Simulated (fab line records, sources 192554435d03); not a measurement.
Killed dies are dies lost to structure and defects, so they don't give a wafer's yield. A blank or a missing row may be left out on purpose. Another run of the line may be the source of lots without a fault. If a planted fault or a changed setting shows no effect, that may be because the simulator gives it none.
Comparing a struck lot with a sound one    flow n5-finfet    15 out of 1938 route steps
Sound: these wafers, L553.2, L553.3, L553.5. Struck: wafers L546.2, L546.5. (L546.6 of the same lot was not struck and is left out.) The cause comes at the end.
Per side, at each step with rows, come the tool, then ch with its chambers, and then its first start. Under that, the readings that differ: sound wafers    struck wafers    difference of the means    sigmas: that difference in standard deviations of wafers without a fault.
alike: same words and numbers on both sides, and readings whose means sit less than 2 such deviations apart. not compared: any withheld reading, any reading some wafer has no value for, any bound like >300 that may hide the same value, and any number with overlapping values for which the record gives no deviation.
A row with sigmas, a row that says differs or no value, or rows on one side alone: a step with any of these is where the two part. Numbers that have no deviation but don't overlap get no sigmas and don't part them. Lack of a reading on every wafer of one side parts them only where that side has two or more wafers.

first, 7 steps without rows for these wafers: N5_MIM_BOT_LITHO_COAT_02; N5_MIM_BOT_LITHO_EBR_04; N5_MIM_BOT_LITHO_SOFTBAKE_03 (time 90 s); N5_MIM_BOT_LITHO_EXPOSE_05 (exposes mask MIM BOT); N5_MIM_BOT_LITHO_PEB_06; N5_MIM_BOT_LITHO_DEVELOP_07 (develop time 60 s); N5_MIM_BOT_LITHO_HARDBAKE_09 (time 120 s).
N5_MIM_BOT_LITHO_CD_MEAS_08: target cd 3000 nm.
  sound on cd-sem-02 ch 0, day 17 12:56; struck on cd-sem-01 ch 0, day 16 00:54
  alike: cd-nm
N5_MIM_BOT_LITHO_OVL_MEAS_11:
  sound on overlay-02 ch 0, day 17 12:58; struck on overlay-02 ch 0, day 16 00:58
  alike: MIM_BOT_OVL
N5_MIM_BOT_LITHO_INSPECT_12: inspects for defects (macro).
  sound: defect-inspect-02 at day 17 12:59; struck: defect-inspect-02 at day 16 00:59
  alike: raw-defect-count
N5_MIM_BOT_LITHO_DESCUM_10: chemistry O2, time 7.9 s.
  sound on rie-diel-03 ch 1,2,3, day 17 13:11; struck on rie-diel-03 ch 1,3, day 16 01:03
  alike: drypump-motor-current-A, oes-product-au, rf-vpp-V, showerhead-plenum-p-Torr, throttle-valve-pct
  not compared: rf-hours-counter-h
N5_MIM_BOT_ETCH_ETCH_04: etches SiNx in CF4/O2, target depth 26 nm, time 13 s.
  sound on rie-diel-03 ch 1,2,3, day 17 13:16; struck on rie-diel-03 ch 1,3, day 16 01:07
  alike: drypump-motor-current-A, mfc-ar-sccm, oes_o_777_au, oes-product-au, rf-fwd-power-W, rf-vpp-V, showerhead-plenum-p-Torr, throttle-valve-pct
  not compared: rf-hours-counter-h
N5_MIM_BOT_ETCH_ETCH_03: etches the open film in Cl2/BCl3, target depth 12 nm.
  sound on rie-metal-01 ch 0,1, day 17 13:21; struck on rie-metal-02 ch 0, day 16 01:13
reading                               sound              struck       difference  sigmas
drypump-motor-current-A (A)           5.7 5.8 5.3        6.5 6.5      +0.9        +2
oes-product-au (a.u.)                 0.81 0.83 0.71     0.58 0.58    -0.20       -3
rf-fwd-power-W (W)                    790.9 792.3 795.6  602.5 605.1  -189.1      -73
model.etch.depth-nm (nm)              12.08 12.16 11.87  9.499 9.496  -2.539      
model.MIM_BOT_ETCH.cd-offset-nm (nm)  0.2 0 0            0.8 0.8      +0.7        
  alike: throttle-valve-pct
  not compared: rf-hours-counter-h
N5_MIM_BOT_ETCH_ETCH_00: etches TiN in Cl2/BCl3, target depth 45.5 nm.
  sound on rie-metal-01 ch 0,1, day 17 13:26; struck on rie-metal-02 ch 0, day 16 01:18
reading                               sound        struck   difference  sigmas
drypump-motor-current-A (A)           5.7 5.8 5.3  6.5 6.5  +0.9        +2
model.MIM_BOT_ETCH.cd-offset-nm (nm)  0 -0.2 0     0.6 0.6  +0.7        
  alike: mfc-ar-sccm, oes-product-au, rf-fwd-power-W, throttle-valve-pct
  not compared: rf-hours-counter-h
N5_MIM_BOT_ETCH_STRIP_01: strips in O2.
  sound on rie-diel-06 ch 0,3, day 17 13:35; struck on rie-diel-01 ch 0,3, day 16 01:28
  alike: drypump-motor-current-A, oes-product-au, rf-vpp-V, showerhead-plenum-p-Torr, throttle-valve-pct
  not compared: rf-hours-counter-h

## WHERE THEY PART
At N5_MIM_BOT_ETCH_ETCH_03 first; at N5_MIM_BOT_ETCH_ETCH_00 last (within this record only). Later steps at which nothing parts them and some readings are alike: N5_MIM_BOT_ETCH_STRIP_01.

WHY: what had been put in by the simulator
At N5_MIM_BOT_ETCH_ETCH_03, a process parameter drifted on rie-metal-02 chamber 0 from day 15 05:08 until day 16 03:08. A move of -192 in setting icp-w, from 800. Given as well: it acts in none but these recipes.
